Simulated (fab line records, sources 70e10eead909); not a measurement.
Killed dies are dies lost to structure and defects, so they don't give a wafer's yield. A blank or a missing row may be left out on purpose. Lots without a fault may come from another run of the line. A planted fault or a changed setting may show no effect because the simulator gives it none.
A struck lot beside a sound one | flow nand_harc | 14 steps out of a route of 1159
Sound: wafers L421.2, L421.4, L421.5. Struck: wafers L428.5, L428.6. (L428.1 of the same lot was not struck and is left out.) The cause comes at the end.
At each step with rows: each side's tool, then ch and its chambers, then its first start. Under that, the readings that differ: sound wafers | struck wafers | difference of the means | sigmas: that difference in standard deviations of wafers without a fault.
alike: readings whose means differ by less than 2 such deviations, and words and numbers that are the same on both sides. not compared: withheld readings, readings that some wafer has no value for, bounds like >300 that may hide the same value, and numbers for which the record gives no deviation and whose values overlap.
The two part at a step that has a row with sigmas, a row that says differs or no value, or rows on one side only. Numbers that don't overlap but have no deviation are shown without sigmas and don't part them. A reading that every wafer of one side lacks parts them only if that side has two wafers or more.

first, 1 step without rows for these wafers: NHARC_A_WL_FILL_ALD_10 (deposits SiO2, target thk 50 nm, pulse time 10 s, ald cycles 500).
NHARC_A_WL_FILL_ETCHBACK_16: etches the open film in C4F8/O2/Ar, target depth 88 nm, time 17.6 s.
  sound on rie_diel-08 ch 0,1,2; struck on rie_diel-08 ch 2,3
  alike: oes_product_au, rf_vpp_V
  not compared: rf_hours_counter_h
then, 1 step without rows for these wafers: NHARC_A_WL_FILL_STRIP_29 (strips in O2, time 20 s).
NHARC_A_WL_FILL_ETCHBACK_17: etches the open film in Cl2/BCl3, target depth 4 nm, time 26.7 s.
  sound on rie_metal-01 ch 0,1, day 16 01:36; struck on rie_metal-03 ch 0,1, day 18 04:10
  alike: drypump_motor_current_A, oes_product_au
  not compared: rf_hours_counter_h
then, 3 steps without rows for these wafers: NHARC_A_WL_FILL_PRECLEAN_18 (cleans in dHF, time 30 s); NHARC_A_WL_FILL_SRD_21; NHARC_A_WL_FILL_CVD_23 (deposits poly-Si, target thk 40 nm, time 800 s).
NHARC_A_WL_FILL_ETCHBACK_26: etches the open film in HBr, target depth 52 nm, time 13.3 s.
  sound on rie_si-05 ch 0,2, day 16 06:46; struck on rie_si-06 ch 2,3, day 18 08:47
  alike: drypump_motor_current_A, oes_product_au, throttle_valve_pct
  not compared: rf_hours_counter_h
then, 2 steps without rows for these wafers: NHARC_A_WL_FILL_PRECLEAN_30 (cleans in dHF, time 10 s); NHARC_A_WL_FILL_SRD_14.
NHARC_A_WL_FILL_ALD_19: deposits TiN, target thk 2 nm, pulse time 3 s, ald cycles 100.
  sound on ald_metal-01 ch 0,3, day 16 07:02; struck on ald_metal-01 ch 1,2, day 18 09:02
  alike: heater_power_outer_w, heater_power_w, precursor_pulse_height_rel
  not compared: since_wet_clean_h
NHARC_A_WL_FILL_CVD_20: deposits W, target thk 75 nm, time 5064 s.
  sound on cvd_w-01 ch 0,1; struck on cvd_w-02 ch 0,1
  alike: heater_power_outer_w, heater_power_w, throttle_valve_pct
  not compared: since_wet_clean_h
NHARC_A_WL_FILL_CMP_12: polishes, t overpolish 30 s, target thk 75 nm.
  sound on cmp-03 ch 1,2,3, day 16 12:14; struck on cmp-03 ch 2,3, day 18 17:05
  reading                | sound          | struck   | difference | sigmas
  time_to_endpoint_s (s) | 15.0 16.0 14.6 | 10.4 9.5 | -5.2       | -2
  alike: motor_current_A, overpolish_run_s
-- the record jumps here: 3 days lie between the struck wafers' starts before and after (it left off in module A_WL_FILL and takes up again in module END, whose first step shown is number 1159 of the route) --
NHARC_END_SORT_01:
  sound on prober-02 ch 0, day 20 00:34; struck on prober-02 ch 0, day 21 20:59
  alike: killed_at_array, killed_at_other, killed_at_periphery, killed_dies, killed_open, killed_short

WHERE THEY PART
Only at NHARC_A_WL_FILL_CMP_12, within this record. Later steps at which nothing parts them and some readings are alike: NHARC_END_SORT_01.

WHY: what the simulator had put in
Process parameter drift: cmp-03, from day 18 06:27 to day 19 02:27, at NHARC_A_WL_FILL_CMP_12. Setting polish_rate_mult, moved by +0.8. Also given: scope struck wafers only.
